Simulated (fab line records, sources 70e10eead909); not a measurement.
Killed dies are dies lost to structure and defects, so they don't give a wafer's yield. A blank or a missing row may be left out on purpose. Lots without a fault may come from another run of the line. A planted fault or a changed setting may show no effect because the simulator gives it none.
Which tool did it? | flow nand_harc | 14 lots, 42 wafers sampled, at 4 steps of a route of 1302

WHAT THE GAUGES READ, wafer by wafer
The record holds no reading of a measuring or inspecting step that can be judged against a usual standard deviation.

WHICH TOOL RAN EACH LOT (tool, then ch and the chambers of the sampled wafers, then the start)
lot  | NHARC_A_CONTACT_ALD_18              | NHARC_A_BLC_DEVELOP_09            | NHARC_A_BLC_ETCH_17            | NHARC_A_BLC_ETCH_18
L503 | ald_metal-03 ch 1,2,3, day 23 03:14 | litho_track-04 ch 0, day 23 05:00 | rie_diel-08 ch 0,1,3, no start | rie_diel-08 ch 1,2,3, no start
L506 | ald_metal-02 ch 0,1,3, day 23 19:08 | litho_track-06 ch 0, day 23 21:00 | rie_diel-11 ch 2,3, no start   | rie_diel-11 ch 1,2, no start
L507 | ald_metal-04 ch 1,2,3, day 24 10:32 | litho_track-01 ch 0, day 24 12:00 | rie_diel-08 ch 0,2,3, no start | rie_diel-08 ch 1,3, no start
L508 | ald_metal-04 ch 1,3, day 24 19:03   | litho_track-04 ch 0, day 24 20:00 | rie_diel-11 ch 1,3, no start   | rie_diel-11 ch 0,3, no start
L509 | ald_metal-04 ch 1,2,3, day 25 09:55 | litho_track-06 ch 0, day 25 11:00 | rie_diel-08 ch 0,3, no start   | rie_diel-08 ch 1,2,3, no start
L513 | ald_metal-04 ch 0,1, day 26 18:09   | litho_track-06 ch 0, day 26 20:00 | rie_diel-11 ch 0,1, no start   | rie_diel-11 ch 0,1,3, no start
L511 | ald_metal-03 ch 0,1, day 26 18:46   | litho_track-01 ch 0, day 26 20:00 | rie_diel-08 ch 0,1,2, no start | rie_diel-08 ch 0,1,2, no start
L514 | ald_metal-03 ch 0,1,3, day 27 08:25 | litho_track-01, day 27 10:00      | rie_diel-08 ch 0,2, no start   | rie_diel-08 ch 0,3, no start
L517 | ald_metal-04 ch 0,1,3, day 28 00:45 | litho_track-06, day 28 02:00      | rie_diel-11 ch 0,2,3, no start | rie_diel-11 ch 0,1,3, no start
L520 | ald_metal-02 ch 0,1, day 29 18:55   | litho_track-06 ch 0, day 29 20:00 | rie_diel-08 ch 0,1,3, no start | rie_diel-08 ch 0,1, no start
L522 | ald_metal-03 ch 1,2, day 30 22:26   | litho_track-06 ch 0, day 31 00:00 | rie_diel-11 ch 0,1,3, no start | rie_diel-11 ch 0,2, no start
L525 | ald_metal-02 ch 1,2, day 31 06:35   | litho_track-01 ch 0, day 31 08:00 | rie_diel-11 ch 1,2,3, no start | rie_diel-11 ch 0,1,3, no start
L523 | ald_metal-03 ch 1,2,3, day 31 06:59 | litho_track-06 ch 0, day 31 08:00 | rie_diel-13 ch 0,1,2, no start | rie_diel-13 ch 0,2,3, no start
L524 | ald_metal-02 ch 1,2,3, day 31 21:26 | litho_track-04 ch 0, day 31 23:00 | rie_diel-08 ch 0,1,2, no start | rie_diel-08 ch 1,2,3, no start
- NHARC_A_CONTACT_ALD_18: deposits TiN, target thk 3 nm, pulse time 1 s, ald cycles 150.
- NHARC_A_BLC_DEVELOP_09: develop time 35 s.
- NHARC_A_BLC_ETCH_17: etches the open film in N2/H2, target depth 390 nm, time 609.38 s.
- NHARC_A_BLC_ETCH_18: etches the open film in C4F8/O2/Ar, target depth 910 nm.

WHAT THE TOOLS THEMSELVES READ (means of the sampled wafers that have a number; where no wafer has one, the mark that the record gives instead)
NHARC_A_CONTACT_ALD_18. Usual: heater_power_w 1094 W, standard deviation 82; precursor_pulse_height_rel 1.001, standard deviation 0.02.
lot  | tool         | heater_power_w (W) | precursor_pulse_height_rel | flag
L503 | ald_metal-03 | 1142               | 0.995                      |
L506 | ald_metal-02 | 1092               | 0.982                      |
L507 | ald_metal-04 | 1087               | 1.029                      |
L508 | ald_metal-04 | 1121               | 1.025                      |
L509 | ald_metal-04 | 1125               | 0.986                      |
L513 | ald_metal-04 | 1024               | 1.001                      |
L511 | ald_metal-03 | 1073               | 1.003                      |
L514 | ald_metal-03 | 1079               | 0.976                      |
L517 | ald_metal-04 | 1109               | 0.997                      |
L520 | ald_metal-02 | 1103               | 0.997                      |
L522 | ald_metal-03 | 1172               | 0.989                      |
L525 | ald_metal-02 | 1010               | 1.003                      |
L523 | ald_metal-03 | 1126               | 1.003                      |
L524 | ald_metal-02 | 1071               | 1.019                      |

NHARC_A_BLC_DEVELOP_09. Usual: chill_plate_temp_C 23.01 C, standard deviation 0.12; resist_line_temp_C 22.99 C, standard deviation 0.1.
lot  | tool           | chill_plate_temp_C (C) | resist_line_temp_C (C) | flag
L503 | litho_track-04 | 22.97                  | 22.94                  |
L506 | litho_track-06 | 23.03                  | 23.05                  |
L507 | litho_track-01 | 23.13                  | 23.04                  |
L508 | litho_track-04 | 22.92                  | 22.93                  |
L509 | litho_track-06 | 23.18                  | 22.98                  |
L513 | litho_track-06 | 22.99                  | 23.08                  |
L511 | litho_track-01 | 22.80                  | 23.02                  |
L514 | litho_track-01 | -                      | -                      | OFF
L517 | litho_track-06 | -                      | -                      | OFF
L520 | litho_track-06 | 22.94                  | 23.03                  |
L522 | litho_track-06 | 23.07                  | 23.11                  |
L525 | litho_track-01 | 22.86                  | 22.96                  |
L523 | litho_track-06 | 22.99                  | 23.03                  |
L524 | litho_track-04 | 23.00                  | 23.04                  |

NHARC_A_BLC_ETCH_17. Usual: bias_w 150.0 W, standard deviation 0.42; drypump_motor_current_A 5.7 A, standard deviation 0.4; oes_product_au 1.003 a.u., standard deviation 0.0077; rf_vpp_V 429.8 V, standard deviation 2; showerhead_plenum_p_Torr 2.02 Torr, standard deviation 0.066; throttle_valve_pct 14.172 %, standard deviation 0.0096.
lot  | tool        | bias_w (W) | drypump_motor_current_A (A) | oes_product_au (a.u.) | rf_vpp_V (V) | showerhead_plenum_p_Torr (Torr) | throttle_valve_pct (%) | flag
L503 | rie_diel-08 | 149.7      | 5.5                         | 1.003                 | 428.4        | 1.98                            | 14.166                 |
L506 | rie_diel-11 | 150.3      | 5.9                         | 0.995                 | 431.0        | 2.07                            | 14.164                 |
L507 | rie_diel-08 | 149.8      | 5.6                         | 1.008                 | 429.5        | 2.03                            | 14.176                 |
L508 | rie_diel-11 | 150.3      | 5.8                         | 1.012                 | 432.0        | 2.08                            | 14.175                 |
L509 | rie_diel-08 | 149.6      | 5.4                         | 1.001                 | 430.0        | 2.02                            | 14.177                 |
L513 | rie_diel-11 | 150.1      | 6.1                         | 0.999                 | 430.4        | 2.04                            | 14.168                 |
L511 | rie_diel-08 | 149.8      | 5.6                         | 1.004                 | 429.1        | 2.00                            | 14.169                 |
L514 | rie_diel-08 | 149.6      | 5.7                         | 0.995                 | 430.5        | 2.05                            | 14.164                 |
L517 | rie_diel-11 | 149.9      | 6.0                         | 1.001                 | 430.6        | 2.04                            | 14.169                 |
L520 | rie_diel-08 | 150.1      | 5.4                         | 1.009                 | 428.5        | 1.98                            | 14.172                 |
L522 | rie_diel-11 | 149.8      | 5.9                         | 1.002                 | 431.4        | 2.06                            | 14.170                 |
L525 | rie_diel-11 | 149.8      | 5.7                         | 1.000                 | 431.2        | 2.04                            | 14.178                 |
L523 | rie_diel-13 | 150.1      | 6.0                         | 1.008                 | 428.8        | 1.97                            | 14.173                 |
L524 | rie_diel-08 | 150.1      | 5.6                         | 1.004                 | 428.8        | 1.99                            | 14.168                 |

NHARC_A_BLC_ETCH_18. Usual: bias_w 1500 W, standard deviation 4.2; oes_product_au 0.951 a.u., standard deviation 0.024; rf_vpp_V 977 V, standard deviation 4.3.
lot  | tool        | bias_w (W) | oes_product_au (a.u.) | rf_vpp_V (V) | flag
L503 | rie_diel-08 | 1499       | 0.925                 | 974          |
L506 | rie_diel-11 | 1500       | 0.985                 | 975          |
L507 | rie_diel-08 | 1501       | 0.982                 | 973          |
L508 | rie_diel-11 | 1501       | 0.968                 | 980          |
L509 | rie_diel-08 | 1501       | 0.962                 | 973          |
L513 | rie_diel-11 | 1501       | 0.962                 | 980          |
L511 | rie_diel-08 | 1498       | 0.956                 | 975          |
L514 | rie_diel-08 | 1501       | 0.927                 | 979          |
L517 | rie_diel-11 | 1497       | 0.969                 | 979          |
L520 | rie_diel-08 | 1501       | 0.978                 | 973          |
L522 | rie_diel-11 | 1497       | 0.959                 | 976          |
L525 | rie_diel-11 | 1501       | 0.921                 | 980          |
L523 | rie_diel-13 | 1505       | 0.970                 | 976          |
L524 | rie_diel-08 | 1494       | 0.972                 | 974          |

THE ANSWER, worked out from the rows above alone
Rule: a lot is off if the mean of its wafers that have a number lies more than 3 standard deviations from the usual mean. A lot without any number at a reading at which 4 lots or more have one is off too. The other lots that the step has rows for count as sound. The gauges are gone through in route order, then the tools' own readings, and for those a lot's mean is taken as printed above. The first step at which some lot is off is used, and at that step the reading that is off furthest; a lot without a number counts as furthest.
Off: L514, L517, at NHARC_A_BLC_DEVELOP_09 (chill_plate_temp_C). Without a number there: L514, L517.
A tool fits if, at that step or a process step before it, it ran every lot that is off, and no sound lot after the first of them. None of those tried fits.

WHAT THE SIMULATOR HAD PUT IN
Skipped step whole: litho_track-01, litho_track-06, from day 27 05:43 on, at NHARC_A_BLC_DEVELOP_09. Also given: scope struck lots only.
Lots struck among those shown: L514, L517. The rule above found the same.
